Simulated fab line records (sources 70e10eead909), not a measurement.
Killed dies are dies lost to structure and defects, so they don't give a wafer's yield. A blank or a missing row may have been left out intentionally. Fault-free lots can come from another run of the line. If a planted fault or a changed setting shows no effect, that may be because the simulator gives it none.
fab line records -- flow nandHarc
record: lots: 7, wafers: 21, lastDay: 32
route steps=1302 shown A_CONTACT@1016
lots that met no fault: from a run of the same line without faults
startH: hours from the record's first day to the start of the lot's first wafer shown -- waitH: hours since the lot's step before -- " unchanged from the row above -- L1.1+2: a single row standing in for several wafers -- - value missing, or start not given -- * or withheld: withheld -- < > ~ a bound
route shown NAME@n: names a module that has steps shown in the file, with the first one's number in the route -- usual: mean/standard deviation taken from wafers without a fault -- same: alike in all rows -- chamber/n: place in a boat -- sites: each site's reading -- _std_site: their standard deviation -- _edge_site: mean of outer sites minus mean of inner sites -- radiusMm: for every site, how far away it sits from the centre of the wafer -- mask NAME#n: copy n -- behind: the most recent tool/chamber to have shaped the wafer -- hold: the reason the lot was held/the length of the hold in hours/how it ended -- device: the transistor (n, p or np) that didn't switch -- end of line: the same wafers' tests at the end of the route -- where a step has no rows: the recipe by itself -- killed: the dies lost at the first sort to structure and to defects; this is not the yield of the wafer -- map: a wafer's dies, x killed, . not, _ none there
set.NAME: the setting that was run; set.NAME@STEP: the one run at that earlier step -- model.NAME: the simulator's own value behind a step, which no gauge read
a table for each step, a row for each wafer; lots at some steps of the route
services: when a tool's chamber went out of use (startH, in hours from the record's first day, below 0 if earlier), for how many hours, and the reason
== steps ==
step: NHARC_A_CONTACT_ETCH_122
recipe: sourceW: withheld, pressureMtorr: 20, biasV: 3000, timeS: 190, targetDepthA: 18500, arFlowSccm: withheld, c4f8FlowSccm: withheld, o2FlowSccm: withheld, chemistry: C4F8/O2/Ar
usual: chamberPressureMTorr: 20.000/0.02
lot.wafer,tool,chamber,startH,waitH,chamberPressureMTorr,rfHoursCounterH
L236.1,harCapEtch-01,1,532.90,0.1,19.980,4
L236.4,harCapEtch-01,1,532.90,0.1,20.002,-
L236.5,harCapEtch-01,0,532.90,0.1,19.996,-
L238.3,harCapEtch-01,1,550.63,0.2,20.007,-
L238.6,harCapEtch-01,1,550.63,0.2,19.976,-
L238.5,harCapEtch-01,0,550.63,0.2,19.986,-
L243.2,harCapEtch-03,1,609.95,0.1,19.965,62
L243.4,harCapEtch-03,1,609.95,0.1,20.024,-
L243.5,harCapEtch-03,1,609.95,0.1,20.018,-
L244.2,harCapEtch-01,0,610.81,0.1,20.031,17
L244.3,harCapEtch-01,1,610.81,0.1,20.000,-
L244.5,harCapEtch-01,1,610.81,0.1,19.985,-
L245.1,harCapEtch-01,0,627.59,0.1,19.971,19
L245.3,harCapEtch-01,0,627.59,0.1,19.978,-
L245.5,harCapEtch-01,1,627.59,0.1,19.981,-
L249.1,harCapEtch-01,0,658.84,0.1,20.000,24
L249.4,harCapEtch-01,1,658.84,0.1,19.976,-
L249.6,harCapEtch-01,1,658.84,0.1,20.004,-
L254.2,harCapEtch-02,1,703.75,0.1,19.987,122
L254.4,harCapEtch-02,1,703.75,0.1,20.015,-
L254.5,harCapEtch-02,1,703.75,0.1,19.992,-
step: NHARC_A_CONTACT_ETCH_123
recipe: sourceW: withheld, pressureMtorr: 20, biasV: 400, timeS: 490, targetDepthA: 21100, arFlowSccm: withheld, c4f8FlowSccm: 11.5, o2FlowSccm: 7.2, chemistry: C4F8/O2/Ar
usual: chamberPressureMTorr: 19.999/0.019
lot.wafer,tool,chamber,startH,waitH,chamberPressureMTorr,rfHoursCounterH
L236.1,harCapEtch-01,1,533.07,0.1,19.978,5
L236.4,harCapEtch-01,1,533.07,0.1,19.998,-
L236.5,harCapEtch-01,0,533.07,0.1,19.987,-
L238.3,harCapEtch-01,1,550.95,0.3,20.019,-
L238.6,harCapEtch-01,1,550.95,0.3,19.983,-
L238.5,harCapEtch-01,0,550.95,0.3,20.035,-
L243.2,harCapEtch-03,1,610.12,0.1,19.963,62
L243.4,harCapEtch-03,1,610.12,0.1,19.993,-
L243.5,harCapEtch-03,1,610.12,0.1,20.001,-
L244.2,harCapEtch-01,0,610.98,0.1,20.024,17
L244.3,harCapEtch-01,1,610.98,0.1,20.013,-
L244.5,harCapEtch-01,1,610.98,0.1,19.968,-
L245.1,harCapEtch-01,0,627.76,0.1,20.001,20
L245.3,harCapEtch-01,0,627.76,0.1,19.958,-
L245.5,harCapEtch-01,1,627.76,0.1,20.040,-
L249.1,harCapEtch-01,0,659.07,0.2,20.031,25
L249.4,harCapEtch-01,1,659.07,0.2,20.011,-
L249.6,harCapEtch-01,1,659.07,0.2,20.003,-
L254.2,harCapEtch-02,1,703.99,0.2,20.000,122
L254.4,harCapEtch-02,1,703.99,0.2,19.994,-
L254.5,harCapEtch-02,1,703.99,0.2,19.994,-
step: NHARC_A_CONTACT_ETCH_90
recipe: targetDepthA: 400, overEtchFrac: 0.5, timeS: 85.7, ionEnergyEv: 120, ch3fFlowSccm: 50, o2FlowSccm: 30, arFlowSccm: 200, rfW: 500, biasW: 100, chemistry: CH3F/O2
step: NHARC_A_CONTACT_ETCH_96
recipe: targetDepthA: 200, overEtchFrac: 0.5, timeS: 10, ionEnergyEv: 250, c4f6FlowSccm: 25, o2FlowSccm: 20, arFlowSccm: 500, rfW: 600, biasW: 500, chemistry: C4F6/O2
usual: c4f6FlowSccm: 25.00/0.075, chamberPressureMTorr: 30.001/0.029, drypumpMotorCurrentA: 5.9/0.5, oesProductAu: 0.966/0.026, rfVppV: 547/3.3, showerheadPlenumPTorr: 3.91/0.16, throttleValvePct: 26.902/0.0094
lot.wafer,tool,chamber,startH,waitH,c4f6FlowSccm,chamberPressureMTorr,drypumpMotorCurrentA,oesProductAu,rfHoursCounterH,rfVppV,showerheadPlenumPTorr,throttleValvePct
L236.1,rieDiel-04,0,-,-,25.09,30.020,6.7,0.959,52,552,4.19,26.909
L236.4,rieDiel-04,2,-,-,25.09,29.972,5.1,0.943,54,552,4.16,26.898
L236.5,rieDiel-04,0,-,-,25.07,30.059,6.7,0.964,-,552,4.19,26.913
L238.3,rieDiel-04,0,-,-,24.98,30.050,6.7,0.973,4,553,4.19,26.890
L238.6,rieDiel-04,2,-,-,25.03,30.034,5.2,0.979,-,551,4.15,26.901
L238.5,rieDiel-04,3,-,-,25.02,30.000,5.5,0.969,-,553,4.22,26.900
L243.4,rieDiel-08,1,-,-,24.98,30.038,6.7,0.946,11,547,3.86,26.918
L243.2,rieDiel-08,3,-,-,24.86,30.001,6.5,0.955,11,545,3.87,26.903
L243.5,rieDiel-08,1,-,-,24.99,30.006,6.7,0.936,-,546,3.86,26.905
L244.3,rieDiel-08,2,-,-,24.97,30.000,5.7,0.917,11,545,3.80,26.914
L244.2,rieDiel-08,3,-,-,24.97,30.000,6.5,0.946,11,545,3.87,26.899
L244.5,rieDiel-08,3,-,-,25.09,30.011,6.5,0.942,-,547,3.87,26.907
L245.3,rieDiel-01,0,-,-,24.95,29.971,5.7,1.009,12,546,3.93,26.905
L245.1,rieDiel-01,1,-,-,24.97,29.986,5.6,0.995,13,550,4.03,26.923
L245.5,rieDiel-01,3,-,-,24.93,29.924,5.8,0.988,-,542,3.69,26.909
L249.4,rieDiel-04,3,-,-,25.09,30.010,5.5,0.988,45,552,4.20,26.899
L249.1,rieDiel-04,0,-,-,24.81,29.982,6.8,1.010,44,553,4.17,26.894
L249.6,rieDiel-04,3,-,-,25.10,29.992,5.5,0.991,-,551,4.20,26.909
L254.2,rieDiel-08,1,-,-,25.01,30.001,6.7,0.996,29,544,3.85,26.887
L254.4,rieDiel-08,3,-,-,25.07,30.043,6.5,1.012,29,546,3.86,26.897
L254.5,rieDiel-08,1,-,-,25.03,29.961,6.6,1.001,-,546,3.85,26.894
step: NHARC_A_CONTACT_CD_MEAS_53
usual: cdNm: 289.4/0.89
lot.wafer,tool,chamber,startH,waitH,cdNm
L236.1,cdSem-01,-,534.27,-,288.1
L236.4,cdSem-01,-,534.27,-,288.2
L236.5,cdSem-01,-,534.27,-,288.5
L238.3,cdSem-02,-,552.20,-,289.9
L238.5,cdSem-02,-,552.20,-,290.5
L238.6,cdSem-02,-,552.20,-,290.6
L243.2,cdSem-03,-,611.35,-,287.8
L243.4,cdSem-03,-,611.35,-,289.2
L243.5,cdSem-03,-,611.35,-,289.3
L244.2,cdSem-01,-,612.18,-,290.0
L244.3,cdSem-01,-,612.18,-,289.9
L244.5,cdSem-01,-,612.18,-,290.3
L245.1,cdSem-01,-,628.96,-,287.4
L245.3,cdSem-01,-,628.96,-,288.5
L245.5,cdSem-01,-,628.96,-,287.8
L249.1,cdSem-01,-,660.18,-,289.1
L249.4,cdSem-01,-,660.18,-,289.0
L249.6,cdSem-01,-,660.18,-,289.1
L254.2,cdSem-01,-,705.12,-,288.7
L254.4,cdSem-01,-,705.12,-,289.2
L254.5,cdSem-01,-,705.12,-,288.9
step: NHARC_A_CONTACT_STRIP_99
recipe: n2FlowSccm: 150, h2FlowSccm: 150, arFlowSccm: 0, biasW: 0, chemistry: N2/H2
step: NHARC_A_CONTACT_STRIP_100
recipe: cf4FlowSccm: 100, chf3FlowSccm: 30, arFlowSccm: 0, biasW: 0, chemistry: CF4/CHF3
step: NHARC_A_CONTACT_STRIP_101
recipe: o2FlowSccm: 400, cosFlowSccm: 20, arFlowSccm: 0, biasW: 0, chemistry: O2/COS
step: NHARC_A_CONTACT_ETCH_102
recipe: targetDepthA: 1000, overetchA: 100, timeS: 55, ionEnergyEv: 100, cf4FlowSccm: 80, o2FlowSccm: 20, arFlowSccm: 0, rfW: 300, biasW: 100, chemistry: CF4/O2
step: NHARC_A_CONTACT_STRIP_55
recipe: o2FlowSccm: 500, arFlowSccm: 0, biasW: 0, chemistry: O2
usual: chamberPressureMTorr: 59.99/0.053, drypumpMotorCurrentA: 5.8/0.44, oesProductAu: 1.000/0.011, rfVppV: 57.7/0.88, showerheadPlenumPTorr: 3.53/0.15, throttleValvePct: 17.039/0.0098
lot.wafer,tool,chamber,startH,waitH,chamberPressureMTorr,drypumpMotorCurrentA,oesProductAu,rfHoursCounterH,rfVppV,showerheadPlenumPTorr,throttleValvePct
L236.1,rieDiel-04,1,-,-,59.98,5.8,1.011,45,57.1,3.47,17.053
L236.4,rieDiel-04,2,-,-,60.00,5.1,1.000,54,57.3,3.74,17.047
L236.5,rieDiel-04,1,-,-,60.03,5.8,1.022,-,57.2,3.47,17.045
L238.3,rieDiel-01,1,-,-,60.05,5.5,1.005,60,57.2,3.64,17.049
L238.5,rieDiel-01,0,-,-,59.97,5.7,1.005,-,57.7,3.54,17.045
L238.6,rieDiel-01,1,-,-,59.95,5.6,1.005,-,58.8,3.64,17.043
L243.4,rieDiel-08,0,-,-,59.97,5.6,1.010,11,58.3,3.42,17.045
L243.2,rieDiel-08,1,-,-,59.98,6.7,0.992,11,58.5,3.47,17.051
L243.5,rieDiel-08,3,-,-,59.99,6.5,1.000,-,57.6,3.48,17.026
L244.2,rieDiel-08,3,-,-,59.99,6.5,1.002,11,58.2,3.48,17.037
L244.3,rieDiel-08,1,-,-,59.94,6.7,0.999,11,59.3,3.47,17.028
L244.5,rieDiel-08,3,-,-,59.99,6.5,1.003,-,57.8,3.48,17.049
L245.1,rieDiel-08,2,-,-,59.91,5.7,0.983,13,57.8,3.41,17.032
L245.3,rieDiel-08,0,-,-,60.03,5.6,1.004,13,58.1,3.42,17.015
L245.5,rieDiel-08,1,-,-,60.02,6.7,0.990,-,56.3,3.46,17.043
L249.1,rieDiel-08,1,-,-,60.07,6.6,0.982,21,57.8,3.46,17.014
L249.4,rieDiel-08,2,-,-,59.97,5.7,0.978,21,55.8,3.41,17.038
L249.6,rieDiel-08,3,-,-,60.01,6.5,1.001,-,59.0,3.47,17.027
L254.2,rieDiel-01,1,-,-,60.02,5.6,1.013,30,59.6,3.62,17.033
L254.4,rieDiel-01,2,-,-,59.91,5.9,1.002,41,57.4,3.45,17.028
L254.5,rieDiel-01,3,-,-,59.98,5.8,0.994,-,57.5,3.30,17.060
step: NHARC_A_CONTACT_STRIP_56
recipe: timeS: 600, tempC: 30, chemistry: postEtchResidueRemover
step: NHARC_A_CONTACT_DEP_57
recipe: targetThkA: 53000, tempC: 400, material: aC
usual: susceptorTempC: 400.02/0.21, throttleValvePct: 34.999/0.01
lot.wafer,tool,chamber,startH,waitH,susceptorTempC,throttleValvePct
L236.1,aclDep-02,0,537.69,-,-,34.997
L236.4,aclDep-02,0,539.26,-,-,35.008
L236.5,aclDep-02,0,539.26,-,-,35.004
L238.3,aclDep-03,0,555.80,-,400.00,34.987
L238.5,aclDep-03,0,556.88,-,400.35,35.016
L238.6,aclDep-03,0,556.88,-,399.69,34.977
L243.2,aclDep-01,0,616.08,-,399.66,34.998
L243.4,aclDep-01,0,617.18,-,399.65,35.016
L243.5,aclDep-01,0,617.18,-,399.87,34.993
L244.2,aclDep-03,0,616.53,-,-,35.011
L244.3,aclDep-03,0,616.53,-,-,34.980
L244.5,aclDep-03,0,618.09,-,-,35.009
L245.1,aclDep-03,0,632.99,-,-,35.003
L245.3,aclDep-03,0,634.06,-,-,35.006
L245.5,aclDep-03,0,635.13,-,-,35.006
L249.1,aclDep-01,0,667.47,-,399.66,35.003
L249.4,aclDep-01,0,669.09,-,400.03,35.008
L249.6,aclDep-01,0,670.16,-,399.86,35.009
L254.2,aclDep-01,0,706.71,-,399.69,35.006
L254.4,aclDep-01,0,707.80,-,400.08,34.989
L254.5,aclDep-01,0,707.80,-,399.95,35.007
step: NHARC_A_CONTACT_DEP_58
recipe: targetThkA: 900, targetThkNm: 90, tempC: 400, pressureTorr: 3.5, flowSccm: 200, rfW: 350, material: SiON
usual: chamberPressureTorr: 3.499/0.0079, heaterPowerOuterW: 429/36, heaterPowerW: 709/78, showerheadVppV: 1144/45, susceptorTempC: 400.04/0.21
lot.wafer,tool,chamber,startH,waitH,chamberPressureTorr,heaterPowerOuterW,heaterPowerW,showerheadVppV,sinceWetCleanH,susceptorTempC
L236.1,pecvd-04,1,540.87,2.7,3.498,426,680,1125,78,400.03
L236.5,pecvd-04,0,540.87,2.7,3.503,462,783,1155,-,400.31
L236.4,pecvd-04,1,540.87,2.7,3.508,431,676,1117,-,399.62
L238.3,pecvd-04,1,558.05,1.7,3.507,385,619,1129,95,400.15
L238.5,pecvd-04,0,558.05,1.7,3.503,460,808,1139,-,400.19
L238.6,pecvd-04,1,558.05,1.7,3.503,387,635,1147,-,400.02
L243.2,pecvd-04,0,618.91,2.3,-,-,-,-,-,-
L243.4,pecvd-04,1,618.91,2.3,-,-,-,-,-,-
L243.5,pecvd-04,0,618.91,2.3,-,-,-,-,-,-
L244.2,pecvd-01,2,619.19,2.1,-,-,-,-,-,-
L244.3,pecvd-01,2,619.19,2.1,-,-,-,-,-,-
L244.5,pecvd-01,2,619.19,2.1,-,-,-,-,-,-
L245.3,pecvd-01,2,636.25,1.7,-,-,-,-,-,-
L245.1,pecvd-01,0,636.25,1.7,-,-,-,-,-,-
L245.5,pecvd-01,0,636.25,1.7,-,-,-,-,-,-
L249.1,pecvd-03,1,670.72,2.7,3.495,408,791,1143,110,399.95
L249.4,pecvd-03,1,670.72,2.7,3.509,407,817,1135,-,400.08
L249.6,pecvd-03,0,670.72,2.7,3.504,447,694,1158,-,400.39
L254.2,pecvd-03,2,709.44,2.2,3.501,470,680,1050,149,400.11
L254.5,pecvd-03,0,709.44,2.2,3.495,456,677,1156,-,400.19
L254.4,pecvd-03,1,709.44,2.2,3.493,452,825,1113,-,400.06
step: NHARC_A_CONTACT_DEHYDRATE_59
recipe: tempC: 150, timeS: 120
== services ==
tool,chamber,startH,hours,kind
harCapEtch-01,0,514.00,-,clean
harCapEtch-01,0,514.00,-,consumableReplace:focusRing
harCapEtch-01,1,514.00,-,clean
rieDiel-08,0,524.38,-,clean
rieDiel-08,1,524.38,-,clean
rieDiel-08,2,524.38,-,clean
pecvd-03,2,526.41,4.8,repair
rieDiel-04,-,535.83,9.0,pm
rieDiel-08,-,545.31,9.0,pm
pecvd-03,-,547.33,13.0,pm
aclDep-01,-,557.52,13.0,pm
rieDiel-01,1,558.22,4.2,repair
rieDiel-01,-,560.99,9.0,pm
pecvd-03,0,568.02,10.1,repair
aclDep-02,-,609.75,13.0,pm
pecvd-01,1,614.62,20.6,repair
pecvd-04,-,631.12,13.0,pm
rieDiel-04,2,634.37,5.1,repair
rieDiel-01,1,646.94,11.9,repair
pecvd-04,2,656.06,2.1,repair
harCapEtch-01,-,659.85,12.3,repair
aclDep-03,-,664.78,13.0,pm
pecvd-01,-,673.00,13.0,pm
rieDiel-08,1,709.58,7.9,repair
== key ==
firstSign: step: NHARC_A_CONTACT_DEP_58, reading: toolRecord, direction: missing
effect none on later readings
metAt NHARC_A_CONTACT_DEP_58
struckWafers L243.2,L243.4,L243.5,L244.2,L244.3,L244.5,L245.1,L245.3,L245.5
laterRowsLeftOut L243.2,L243.4,L243.5,L244.2,L244.3,L244.5,L245.1,L245.3,L245.5
sortLeftOut L243.2,L243.4,L243.5,L244.2,L244.3,L244.5,L245.1,L245.3,L245.5
testerLeftOut L243,L244,L245
onsetBetween 558.05 618.91
fault: kind: skippedStepWhole, tool: pecvd-01,pecvd-04, chamber: -, onsetH: 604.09, steps: NHARC_A_CONTACT_DEP_58, scope: struckLotsOnly
testerLeftOut: of these lots the tester's yield and bins aren't shown, on N5 and GAA mostly nor the transistor test; their killed dies are dies lost to structure and defects alone, not to doping, threshold or leakage, so they don't give the yield
sortLeftOut: the simulated sort isn't trusted on such a fault, so these wafers' sort isn't shown, and their yield isn't known
laterRowsLeftOut: the simulator's readings of these wafers behind a module that went badly wrong aren't trusted and aren't shown, but for the sort
